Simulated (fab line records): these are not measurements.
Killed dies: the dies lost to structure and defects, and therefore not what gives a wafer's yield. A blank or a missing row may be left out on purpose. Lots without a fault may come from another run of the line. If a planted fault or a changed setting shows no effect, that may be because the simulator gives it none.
Lot-split experiment + flow n5_finfet + 39 wafers read from 7 lots, route of 1938 steps

SPLIT DETAILS
At N5_SD_EPI_P_EPI_21 (deposits SiGe:B, time 355 s), the setting time_s was moved away from the recipe's 355 s on 15 of the 39 wafers read, by -50.2% to +33.2%. The other wafers ran this setting at the recipe's value.

FROM THE SPLIT TO THE READING: what the file shows between them, 3 steps
- N5_SD_EPI_P_EPI_MEAS_23
- N5_SD_EPI_P_HM_STRIP_48: strips SiNx in H3PO4, material SiNx, target depth 3 nm
- N5_SD_EPI_P_SRD_49: time 30 s

THE READING
SiGe-B_of_SD_EPI_P_EPI_21.thk_nm (the simulator's own value, which no gauge read), in nm, at N5_SD_EPI_P_PRECLEAN_24 (cleans in O3/DIW, time 45 s). No usual value for it is given in the file. Across the 24 wafers here that went through the recipe, the average is 60.5 nm and the standard deviation 0.75 nm.

| wafer  | tool, chamber at the split | time_s as run, s | against the recipe | SiGe-B_of_SD_EPI_P_EPI_21.thk_nm, nm | against lot-mates on the recipe |
|--------|----------------------------|------------------|--------------------|--------------------------------------|---------------------------------|
| L074.1 | epi_rpcvd-01, 0            | 355              | recipe             | 61                                   | -                               |
| L074.3 | epi_rpcvd-01, 0            | 355              | recipe             | 61                                   | -                               |
| L074.4 | epi_rpcvd-01, 0            | 355              | recipe             | 61                                   | -                               |
| L074.2 | epi_rpcvd-01, 0            | 355              | recipe             | 61.2                                 | -                               |
| L074.5 | epi_rpcvd-01, 0            | 355              | recipe             | 61.2                                 | -                               |
| L074.6 | epi_rpcvd-01, 0            | 355              | recipe             | 61.4                                 | -                               |
| L083.1 | epi_rpcvd-04, 0            | 355              | recipe             | 60.4                                 | -                               |
| L083.2 | epi_rpcvd-04, 0            | 455.5            | +28.3%             | 71                                   | +10.8                           |
| L083.3 | epi_rpcvd-04, 0            | 355              | recipe             | 60                                   | -                               |
| L083.4 | epi_rpcvd-04, 0            | 455.5            | +28.3%             | 71.4                                 | +11.2                           |
| L083.5 | epi_rpcvd-04, 0            | 455.5            | +28.3%             | 70.8                                 | +10.6                           |
| L083.6 | epi_rpcvd-04, 0            | 355              | recipe             | 60.2                                 | -                               |
| L084.1 | epi_rpcvd-01, 0            | 355              | recipe             | 61.4                                 | -                               |
| L084.2 | epi_rpcvd-01, 0            | 472.8            | +33.2%             | 75.2                                 | +13.5                           |
| L084.3 | epi_rpcvd-01, 0            | 472.8            | +33.2%             | 74.4                                 | +12.7                           |
| L084.6 | epi_rpcvd-01, 0            | 472.8            | +33.2%             | 74.4                                 | +12.7                           |
| L084.4 | epi_rpcvd-01, 0            | 355              | recipe             | 61.8                                 | -                               |
| L084.5 | epi_rpcvd-01, 0            | 355              | recipe             | 62                                   | -                               |
| L086.1 | epi_rpcvd-04, 0            | 355              | recipe             | 59.6                                 | -                               |
| L086.2 | epi_rpcvd-04, 0            | 355              | recipe             | 60.6                                 | -                               |
| L086.3 | epi_rpcvd-04, 0            | 242.2            | -31.8%             | 44.8                                 | -15.4                           |
| L086.4 | epi_rpcvd-04, 0            | 242.2            | -31.8%             | 44.6                                 | -15.6                           |
| L086.5 | epi_rpcvd-04, 0            | 242.2            | -31.8%             | 44.2                                 | -16.0                           |
| L086.6 | epi_rpcvd-04, 0            | 355              | recipe             | 60.4                                 | -                               |
| L088.1 | epi_rpcvd-04, 0            | 355              | recipe             | 60.2                                 | -                               |
| L088.2 | epi_rpcvd-04, 0            | 355              | recipe             | 60.4                                 | -                               |
| L088.3 | epi_rpcvd-04, 0            | 176.7            | -50.2%             | 32.4                                 | -27.8                           |
| L088.4 | epi_rpcvd-04, 0            | 176.7            | -50.2%             | 32.6                                 | -27.6                           |
| L088.5 | epi_rpcvd-04, 0            | 176.7            | -50.2%             | 32.6                                 | -27.6                           |
| L088.6 | epi_rpcvd-04, 0            | 355              | recipe             | 60                                   | -                               |
| L091.1 | epi_rpcvd-03, 0            | 355              | recipe             | 60                                   | -                               |
| L091.2 | epi_rpcvd-03, 0            | 244.1            | -31.2%             | 44                                   | -15.7                           |
| L091.3 | epi_rpcvd-03, 0            | 355              | recipe             | 59.8                                 | -                               |
| L091.4 | epi_rpcvd-03, 0            | 355              | recipe             | 59.4                                 | -                               |
| L091.5 | epi_rpcvd-03, 0            | 244.1            | -31.2%             | 44.4                                 | -15.3                           |
| L091.6 | epi_rpcvd-03, 0            | 244.1            | -31.2%             | 44.2                                 | -15.5                           |
| L094.4 | epi_rpcvd-04, 0            | 355              | recipe             | 59.6                                 | -                               |
| L094.5 | epi_rpcvd-04, 0            | 355              | recipe             | 59.6                                 | -                               |
| L094.6 | epi_rpcvd-04, 0            | 355              | recipe             | 59.4                                 | -                               |

THE FIT
A straight line over all 39 wafers: SiGe-B_of_SD_EPI_P_EPI_21.thk_nm changes by +0.491 nm for each +1% of time_s; r = +0.99; the points scatter about the line by 1.4 nm.
The same after taking each lot's own level away (the mean of its wafers on the recipe; 39 wafers): +0.479 nm for each +1%; r = +0.99; scatter 1.3 nm.
That fit puts the effect of the largest move of time_s on the reading at 24 nm.
Across the lots, their own levels run from 59.53 to 61.73 nm, a range of 2.9 times the standard deviation given above.
The two slopes agree, so the slope changes little with the lot-to-lot level.
Check: for one of the wafers moved furthest among these (-50.2%), held out of the fit, the line's prediction against its lot-mates is -24.3 nm. Against them it came out at -27.8 nm.

FURTHER SPLITS ON THESE WAFERS
These wafers also went through other splits before the reading. Each is held against what the fit with the lots' levels taken away leaves over:
| other split on the same wafers | wafers away from the commonest value | r with SiGe-B_of_SD_EPI_P_EPI_21.thk_nm (lot level and that fit taken away) |
|--------------------------------|--------------------------------------|-----------------------------------------------------------------------------|
| N5_DUMMY_GATE_PECVD_30 time_s  | 18                                   | +0.29                                                                       |

THE WHOLE CHAIN: every reading that the file lists as answering this split, in the file's order
| step                    | what it does                | reading                                                                           | change (the file's fit)               | r (the file's) |
|-------------------------|-----------------------------|-----------------------------------------------------------------------------------|---------------------------------------|----------------|
| N5_SD_EPI_P_EPI_21      | deposits SiGe:B, time 355 s | SiGe-B_of_SD_EPI_P_EPI_21.thk_nm (the simulator's own value, which no gauge read) | +0.488 nm for each +1% of the setting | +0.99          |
| N5_SD_EPI_P_EPI_MEAS_23 |                             | thk_nm                                                                            | withheld for each +1% of the setting  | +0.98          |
| N5_SD_EPI_P_PRECLEAN_24 | cleans in O3/DIW, time 45 s | SiGe-B_of_SD_EPI_P_EPI_21.thk_nm (the simulator's own value, which no gauge read) | +0.485 nm for each +1% of the setting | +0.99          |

THE FILE'S OWN FIT
SiGe-B_of_SD_EPI_P_EPI_21.thk_nm changes by +0.485 nm for each +1% of time_s, r = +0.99.
